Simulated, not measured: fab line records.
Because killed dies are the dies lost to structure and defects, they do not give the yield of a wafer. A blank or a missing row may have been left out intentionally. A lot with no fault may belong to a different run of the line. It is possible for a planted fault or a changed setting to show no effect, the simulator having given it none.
What tool caused it?    flow nandHarc    23 lots with 69 wafers sampled at 6 steps, on a route of 1302 steps

== WHAT THE GAUGES READ, wafer by wafer ==
The record holds no reading of a measuring or inspecting step that can be judged against a usual standard deviation.

== EACH LOT AND THE TOOL THAT RAN IT (in order: tool; ch and the chambers of the sampled wafers; start) ==
lot   NHARC_A_CONTACT_ETCH_98                       NHARC_A_CONTACT_ETCH_110           NHARC_A_BLC_ETCH_16                NHARC_A_BLC_ETCH_18                           NHARC_A_BLC_CVD_24                       NHARC_A_M0_ANNEAL_30
L074  rieDiel-12 ch 0,1,2, day 22 17:37 or earlier  rieDiel-04 ch 1,2, day 22 17:37    rieDiel-01 ch 0,2,3, day 22 20:35  rieDiel-01 ch 0,1,2, day 23 02:11 or earlier  cvdW-01 ch 0,1, day 23 02:11 or earlier  rtpAnneal-01 ch 0, day 23 02:11
L076  rieDiel-12 ch 0,1,3, day 23 01:19 or earlier  rieDiel-12 ch 1,2,3, day 23 01:19  rieDiel-03 ch 1,2,3, day 23 04:15  rieDiel-03 ch 0,1,3, day 23 09:58 or earlier  cvdW-02 ch 0,1, day 23 09:58 or earlier  rtpAnneal-01 ch 0, day 23 09:58
L075  rieDiel-12 ch 0,1, day 23 03:58               rieDiel-12 ch 0,1, day 23 04:23    rieDiel-05 ch 0,2, day 23 07:23    rieDiel-05 ch 2,3, day 23 13:08 or earlier    cvdW-01 ch 0,1, day 23 13:08 or earlier  rtpAnneal-02 ch 0, day 23 13:08
L077  rieDiel-12 ch 0,3, day 23 10:32               rieDiel-07 ch 0,3, day 23 11:17    rieDiel-05 ch 0,1, day 23 14:11    rieDiel-05 ch 1,3, day 23 19:57 or earlier    cvdW-01 ch 0,1, day 23 19:57 or earlier  rtpAnneal-02 ch 0, day 23 19:57
L079  rieDiel-12 ch 0,1,2, day 23 23:02 or earlier  rieDiel-12 ch 0,2, day 23 23:02    rieDiel-05 ch 1,3, day 24 02:01    rieDiel-05 ch 0,2,3, day 24 07:41 or earlier  cvdW-02 ch 0,1, day 24 07:41 or earlier  rtpAnneal-01 ch 0, day 24 07:41
L078  rieDiel-12 ch 0,2,3, day 24 12:14 or earlier  rieDiel-12 ch 1,2,3, day 24 12:14  rieDiel-05 ch 1,2, day 24 15:11    rieDiel-05 ch 1,3, day 24 20:51 or earlier    cvdW-01 ch 0,1, day 24 20:51 or earlier  rtpAnneal-01 ch 0, day 24 20:51
L080  rieDiel-04 ch 0,1, day 24 17:22 or earlier    rieDiel-12 ch 0,2,3, day 24 17:22  rieDiel-05 ch 0,2,3, day 24 21:13  rieDiel-05 ch 1,2, day 25 02:45 or earlier    cvdW-01 ch 0,1, day 25 02:45 or earlier  rtpAnneal-01 ch 0, day 25 02:45
L081  rieDiel-12 ch 0,2, day 24 18:37 or earlier    rieDiel-12 ch 2,3, day 24 18:37    rieDiel-03 ch 0,1, day 24 21:33    rieDiel-03 ch 0,1,3, day 25 03:38 or earlier  cvdW-02 ch 0, day 25 03:38 or earlier    rtpAnneal-01 ch 0, day 25 03:38
L083  rieDiel-07 ch 0,2, day 26 18:02 or earlier    rieDiel-04 ch 0,1, day 26 18:02    rieDiel-03 ch 1,3, day 26 20:58    rieDiel-03 ch 1,3, day 27 02:32 or earlier    cvdW-01 ch 0,1, day 27 02:32 or earlier  rtpAnneal-01 ch 0, day 27 02:32
L084  rieDiel-04 ch 1,2,3, day 27 01:20 or earlier  rieDiel-04 ch 0,1,3, day 27 01:20  rieDiel-01 ch 0,1,3, day 27 04:14  rieDiel-01 ch 0,1,3, day 27 09:46 or earlier  cvdW-02 ch 0,1, day 27 09:46 or earlier  rtpAnneal-02 ch 0, day 27 09:46
L082  rieDiel-04 ch 1,2,3, day 27 02:47 or earlier  rieDiel-04 ch 0,1,3, day 27 02:47  rieDiel-05 ch 0,1,2, day 27 06:02  rieDiel-05 ch 0,2,3, day 27 11:39 or earlier  cvdW-01 ch 0,1, day 27 11:39 or earlier  rtpAnneal-01 ch 0, day 27 11:39
L085  rieDiel-04 ch 1,2,3, day 27 04:34 or earlier  rieDiel-07 ch 0,2,3, day 27 04:34  rieDiel-05 ch 0,1,2, day 27 07:29  rieDiel-05 ch 0,1,3, day 27 13:11 or earlier  cvdW-01 ch 0,1, day 27 13:11 or earlier  rtpAnneal-02 ch 0, day 27 13:11
L088  rieDiel-12 ch 0,2, day 27 17:47 or earlier    rieDiel-12 ch 2,3, day 27 17:47    rieDiel-03 ch 1,2,3, day 27 22:21  rieDiel-03 ch 1,2,3, day 28 03:49 or earlier  cvdW-02 ch 0,1, day 28 03:49 or earlier  rtpAnneal-01 ch 0, day 28 03:49
L086  rieDiel-12 ch 1,2, day 27 19:48 or earlier    rieDiel-12 ch 1,2,3, day 27 19:48  rieDiel-05 ch 1,3, day 27 23:20    rieDiel-05 ch 0,1,2, day 28 05:25 or earlier  cvdW-02 ch 0,1, day 28 05:25 or earlier  rtpAnneal-01 ch 0, day 28 05:25
L089  rieDiel-12 ch 0,3, day 28 10:00 or earlier    rieDiel-12 ch 0,1, day 28 10:00    rieDiel-01 ch 0,3, day 28 13:00    rieDiel-01 ch 0,3, day 28 14:00               cvdW-01 ch 0,1, day 28 19:27 or earlier  rtpAnneal-02 ch 0, day 28 19:27
L091  rieDiel-12 ch 0,2,3, day 29 21:58 or earlier  rieDiel-07 ch 0,2,3, day 29 21:58  rieDiel-03 ch 0,2,3, day 30 00:56  rieDiel-03 ch 0,1,3, day 30 06:39 or earlier  cvdW-01 ch 0,1, day 30 06:39 or earlier  rtpAnneal-01 ch 0, day 30 06:39
L087  rieDiel-04 ch 0,1,2, day 30 01:26             rieDiel-04 ch 0,1,2, day 30 01:50  rieDiel-05 ch 0,2,3, day 30 04:43  rieDiel-05 ch 0,1,3, day 30 10:21 or earlier  cvdW-02 ch 0,1, day 30 10:21 or earlier  rtpAnneal-01 ch 0, day 30 10:21
L092  rieDiel-12 ch 0,1,2, day 30 09:04 or earlier  rieDiel-12 ch 0,1,3, day 30 09:04  rieDiel-05 ch 1,2, day 30 11:58    rieDiel-05 ch 1,2,3, day 30 17:40 or earlier  cvdW-02 ch 0,1, day 30 17:40 or earlier  rtpAnneal-02 ch 0, day 30 17:40
L096  rieDiel-12 ch 0,2, day 30 23:43 or earlier    rieDiel-07 ch 0,1, day 30 23:43    rieDiel-03 ch 0,2,3, day 31 02:40  rieDiel-03 ch 1,2,3, day 31 08:19 or earlier  cvdW-01 ch 0,1, day 31 08:19 or earlier  rtpAnneal-01 ch 0, day 31 08:19
L094  rieDiel-12 ch 1,2,3, day 31 02:41 or earlier  rieDiel-12 ch 1,2,3, day 31 02:41  rieDiel-03 ch 0,1,2, day 31 05:28  rieDiel-03 ch 0,1,2, day 31 10:59 or earlier  cvdW-02 ch 0,1, day 31 10:59 or earlier  rtpAnneal-02 ch 0, day 31 10:59
L095  rieDiel-12 ch 2,3, day 31 08:13 or earlier    rieDiel-04 ch 0,1, day 31 08:13    rieDiel-03 ch 0,1,2, day 31 11:56  rieDiel-03 ch 2,3, day 31 17:31 or earlier    cvdW-02 ch 0,1, day 31 17:31 or earlier  rtpAnneal-01 ch 0, day 31 17:31
L093  rieDiel-12 ch 0,1,3, day 31 18:16 or earlier  rieDiel-12 ch 1,2,3, day 31 18:16  rieDiel-05 ch 0,2,3, day 31 21:23  rieDiel-05 ch 0,1,2, day 32 03:15 or earlier  cvdW-02 ch 0,1, day 32 03:15 or earlier  rtpAnneal-01 ch 0, day 32 03:15
L097  rieDiel-12 ch 0,1,3, day 31 22:08 or earlier  rieDiel-12 ch 2,3, day 31 22:08    rieDiel-03 ch 0,3, day 32 01:04    rieDiel-03 ch 2,3, day 32 07:02 or earlier    cvdW-02 ch 0,1, day 32 07:02 or earlier  rtpAnneal-01 ch 0, day 32 07:02
- NHARC_A_CONTACT_ETCH_98: etches the open film in C4F6/O2, target depth 20 nm, time 10 s.
- NHARC_A_CONTACT_ETCH_110: etches the open film in CF4/O2, target depth 60 nm, overetch 6 nm, time 33 s.
- NHARC_A_BLC_ETCH_16: etches the open film in CF4, target depth 39 nm, time 65 s.
- NHARC_A_BLC_ETCH_18: etches the open film in C4F8/O2/Ar, target depth 910 nm.
- NHARC_A_BLC_CVD_24: deposits W, target thk 150 nm, time 434 s.
- NHARC_A_M0_ANNEAL_30: time 90 s.

== WHAT THE TOOLS THEMSELVES READ (means of the sampled wafers that have a number; where no wafer has one, the mark that the record gives instead) ==
NHARC_A_CONTACT_ETCH_98. Usual: drypumpMotorCurrentA 5.8 A, standard deviation 0.37; oesProductAu 0.950 a.u., standard deviation 0.012; rfVppV 545.2 V, standard deviation 2.5; showerheadPlenumPTorr 3.84 Torr, standard deviation 0.11; throttleValvePct 26.904 %, standard deviation 0.009.
lot   tool        drypumpMotorCurrentA (A)  oesProductAu (a.u.)  rfVppV (V)  showerheadPlenumPTorr (Torr)  throttleValvePct (%)  flag
L074  rieDiel-12  5.8                       0.957                547.4       3.93                          26.907                
L076  rieDiel-12  6.0                       0.948                545.5       3.86                          26.903                
L075  rieDiel-12  6.1                       0.950                547.2       3.95                          26.909                
L077  rieDiel-12  5.8                       0.978                544.5       3.77                          26.897                
L079  rieDiel-12  5.8                       0.948                546.6       3.93                          26.906                
L078  rieDiel-12  5.6                       0.953                544.8       3.84                          26.901                
L080  rieDiel-04  5.6                       0.951                544.6       3.84                          26.906                
L081  rieDiel-12  5.4                       0.935                547.0       3.91                          26.901                
L083  rieDiel-07  6.6                       0.960                546.2       3.89                          26.899                
L084  rieDiel-04  5.7                       0.961                543.9       3.76                          26.910                
L082  rieDiel-04  5.7                       0.949                543.7       3.76                          26.902                
L085  rieDiel-04  5.7                       0.939                543.4       3.76                          26.899                
L088  rieDiel-12  5.4                       0.945                546.0       3.90                          26.911                
L086  rieDiel-12  5.9                       0.949                546.5       3.91                          26.891                
L089  rieDiel-12  5.8                       0.956                544.0       3.76                          26.899                
L091  rieDiel-12  5.6                       0.964                545.9       3.83                          26.901                
L087  rieDiel-04  5.5                       0.953                544.3       3.79                          26.912                
L092  rieDiel-12  5.8                       0.942                546.6       3.91                          26.908                
L096  rieDiel-12  5.4                       0.953                546.9       3.90                          26.902                
L094  rieDiel-12  5.7                       0.941                543.9       3.82                          26.906                
L095  rieDiel-12  5.6                       0.961                541.9       3.73                          26.908                
L093  rieDiel-12  5.9                       0.945                545.4       3.84                          26.903                
L097  rieDiel-12  6.0                       0.953                545.4       3.84                          26.908                

NHARC_A_CONTACT_ETCH_110. Usual: cf4FlowSccm 80.01 sccm, standard deviation 0.25; drypumpMotorCurrentA 5.8 A, standard deviation 0.4; oesProductAu 1.001 a.u., standard deviation 0.0079; rfVppV 197.1 V, standard deviation 1.2; showerheadPlenumPTorr 1.31 Torr, standard deviation 0.04; throttleValvePct 13.397 %, standard deviation 0.0085.
lot   tool        cf4FlowSccm (sccm)  drypumpMotorCurrentA (A)  oesProductAu (a.u.)  rfVppV (V)  showerheadPlenumPTorr (Torr)  throttleValvePct (%)  flag
L074  rieDiel-04  80.21               5.4                       1.002                197.4       1.29                          13.393                
L076  rieDiel-12  80.13               5.7                       1.006                196.4       1.30                          13.396                
L075  rieDiel-12  80.14               6.1                       1.003                197.2       1.34                          13.393                
L077  rieDiel-07  79.72               5.6                       1.003                197.4       1.33                          13.390                
L079  rieDiel-12  79.98               5.6                       0.994                197.6       1.34                          13.400                
L078  rieDiel-12  79.81               5.7                       1.010                195.8       1.30                          13.387                
L080  rieDiel-12  80.00               5.6                       0.996                197.1       1.30                          13.398                
L081  rieDiel-12  79.96               5.4                       0.995                197.1       1.29                          13.402                
L083  rieDiel-04  79.79               5.6                       1.009                196.9       1.31                          13.403                
L084  rieDiel-04  80.25               5.8                       1.009                195.7       1.28                          13.395                
L082  rieDiel-04  79.95               5.8                       1.003                196.2       1.28                          13.398                
L085  rieDiel-07  80.06               6.0                       1.011                198.0       1.32                          13.396                
L088  rieDiel-12  79.67               5.4                       0.994                197.0       1.29                          13.399                
L086  rieDiel-12  80.13               5.8                       1.004                197.0       1.30                          13.410                
L089  rieDiel-12  80.05               6.1                       0.995                198.5       1.34                          13.396                
L091  rieDiel-07  80.03               6.1                       0.999                197.1       1.32                          13.409                
L087  rieDiel-04  80.20               5.5                       1.006                197.2       1.28                          13.391                
L092  rieDiel-12  80.25               5.9                       1.002                197.8       1.31                          13.399                
L096  rieDiel-07  79.82               5.9                       1.000                196.5       1.31                          13.398                
L094  rieDiel-12  80.01               5.7                       0.996                197.4       1.29                          13.394                
L095  rieDiel-04  80.15               5.6                       1.005                196.8       1.30                          13.395                
L093  rieDiel-12  79.95               5.8                       1.007                197.1       1.29                          13.396                
L097  rieDiel-12  80.13               5.4                       0.997                197.6       1.29                          13.394                

NHARC_A_BLC_ETCH_16. Usual: cf4FlowSccm 150.0 sccm, standard deviation 0.43; drypumpMotorCurrentA 5.8 A, standard deviation 0.34; oesProductAu 1.001 a.u., standard deviation 0.007; rfVppV 151.6 V, standard deviation 1.3; showerheadPlenumPTorr 1.79 Torr, standard deviation 0.074; throttleValvePct 13.284 %, standard deviation 0.0085.
lot   tool        cf4FlowSccm (sccm)  drypumpMotorCurrentA (A)  oesProductAu (a.u.)  rfVppV (V)  showerheadPlenumPTorr (Torr)  throttleValvePct (%)  flag
L074  rieDiel-01  150.3               5.3                       1.001                151.8       1.77                          13.286                
L076  rieDiel-03  149.8               6.1                       1.006                151.6       1.76                          13.285                
L075  rieDiel-05  150.1               6.0                       1.000                151.8       1.83                          13.287                
L077  rieDiel-05  149.8               5.8                       1.003                152.3       1.82                          13.284                
L079  rieDiel-05  149.8               5.6                       1.008                152.4       1.84                          13.285                
L078  rieDiel-05  149.6               5.5                       1.002                152.4       1.85                          13.292                
L080  rieDiel-05  149.4               5.9                       1.002                152.4       1.85                          13.291                
L081  rieDiel-03  150.3               5.8                       1.001                151.5       1.74                          13.287                
L083  rieDiel-03  149.9               6.0                       1.001                150.8       1.69                          13.285                
L084  rieDiel-01  149.9               5.3                       1.004                150.7       1.80                          13.280                
L082  rieDiel-05  150.0               5.8                       0.999                152.2       1.84                          13.288                
L085  rieDiel-05  150.0               5.7                       0.996                152.4       1.84                          13.277                
L088  rieDiel-03  150.4               6.1                       1.003                151.5       1.76                          13.277                
L086  rieDiel-05  150.1               5.6                       1.001                152.9       1.84                          13.288                
L089  rieDiel-01  149.7               5.5                       1.000                151.1       1.73                          13.280                
L091  rieDiel-03  150.3               6.0                       1.009                150.9       1.74                          13.288                
L087  rieDiel-05  149.9               5.9                       0.999                152.1       1.84                          13.293                
L092  rieDiel-05  150.2               5.6                       0.995                152.6       1.86                          13.279                
L096  rieDiel-03  150.1               6.0                       0.999                151.0       1.74                          13.292                
L094  rieDiel-03  150.0               5.9                       0.996                152.2       1.78                          13.290                
L095  rieDiel-03  149.7               6.0                       0.993                150.2       1.78                          13.280                
L093  rieDiel-05  149.6               5.9                       0.997                152.1       1.84                          13.284                
L097  rieDiel-03  149.8               5.9                       1.011                149.5       1.67                          13.273                

NHARC_A_BLC_ETCH_18. Usual: oesProductAu 0.950 a.u., standard deviation 0.022; rfVppV 980 V, standard deviation 5.8.
lot   tool        oesProductAu (a.u.)  rfVppV (V)  flag
L074  rieDiel-01  0.921                980         
L076  rieDiel-03  0.968                973         
L075  rieDiel-05  0.928                985         
L077  rieDiel-05  0.957                985         
L079  rieDiel-05  0.978                984         
L078  rieDiel-05  0.924                983         
L080  rieDiel-05  0.963                985         
L081  rieDiel-03  0.927                974         
L083  rieDiel-03  0.965                971         
L084  rieDiel-01  0.972                980         
L082  rieDiel-05  0.973                984         
L085  rieDiel-05  0.971                983         
L088  rieDiel-03  0.943                976         
L086  rieDiel-05  0.965                983         
L089  rieDiel-01  0.927                979         
L091  rieDiel-03  0.966                973         
L087  rieDiel-05  0.961                982         
L092  rieDiel-05  0.921                985         
L096  rieDiel-03  0.968                977         
L094  rieDiel-03  0.922                979         
L095  rieDiel-03  0.930                980         
L093  rieDiel-05  0.929                984         
L097  rieDiel-03  0.942                980         

NHARC_A_BLC_CVD_24. Usual: heaterPowerOuterW 266 W, standard deviation 31; heaterPowerW 490 W, standard deviation 74; throttleValvePct 8.09 %, standard deviation 0.16.
lot   tool     heaterPowerOuterW (W)  heaterPowerW (W)  throttleValvePct (%)  flag
L074  cvdW-01  236                    424               8.08                  
L076  cvdW-02  292                    551               8.03                  
L075  cvdW-01  238                    438               8.10                  
L077  cvdW-01  239                    429               8.14                  
L079  cvdW-02  296                    563               8.07                  
L078  cvdW-01  235                    419               8.06                  
L080  cvdW-01  236                    423               7.76                  
L081  cvdW-02  286                    531               7.95                  
L083  cvdW-01  233                    413               8.10                  
L084  cvdW-02  296                    561               8.05                  
L082  cvdW-01  233                    428               7.97                  
L085  cvdW-01  238                    422               8.09                  
L088  cvdW-02  297                    565               8.12                  
L086  cvdW-02  292                    542               8.10                  
L089  cvdW-01  235                    423               8.00                  
L091  cvdW-01  239                    424               8.21                  
L087  cvdW-02  291                    545               8.04                  
L092  cvdW-02  291                    548               8.19                  
L096  cvdW-01  240                    419               8.01                  
L094  cvdW-02  297                    571               8.12                  
L095  cvdW-02  295                    543               8.30                  
L093  cvdW-02  291                    556               8.28                  
L097  cvdW-02  298                    575               8.15                  

NHARC_A_M0_ANNEAL_30. Usual: wafer_temp_C_max 226.3, standard deviation 0.44.
lot   tool          wafer_temp_C_max  flag
L074  rtpAnneal-01  226.8             
L076  rtpAnneal-01  226.4             
L075  rtpAnneal-02  225.7             
L077  rtpAnneal-02  225.9             
L079  rtpAnneal-01  226.5             
L078  rtpAnneal-01  226.6             
L080  rtpAnneal-01  226.7             
L081  rtpAnneal-01  226.5             
L083  rtpAnneal-01  226.7             
L084  rtpAnneal-02  225.9             
L082  rtpAnneal-01  226.7             
L085  rtpAnneal-02  225.8             
L088  rtpAnneal-01  226.3             
L086  rtpAnneal-01  226.2             
L089  rtpAnneal-02  226.1             
L091  rtpAnneal-01  226.4             
L087  rtpAnneal-01  226.5             
L092  rtpAnneal-02  226.0             
L096  rtpAnneal-01  226.5             
L094  rtpAnneal-02  225.8             
L095  rtpAnneal-01  226.4             
L093  rtpAnneal-01  226.7             
L097  rtpAnneal-01  226.3             

== THE ANSWER, worked out from the rows above alone ==
Rule: a lot is off if the mean of its wafers that have a number lies more than 3 standard deviations from the usual mean. A lot without any number at a reading at which 4 lots or more have one is off too. The other lots that the step has rows for count as sound. The gauges are gone through in route order, then the tools' own readings, and for those a lot's mean is taken as printed above. At the first step where some lot is off, the reading lying furthest off is the one used; lots without a number count as furthest.
No lot is off at any reading shown: from this, nothing can be told.

== WHAT THE SIMULATOR PUT IN ==
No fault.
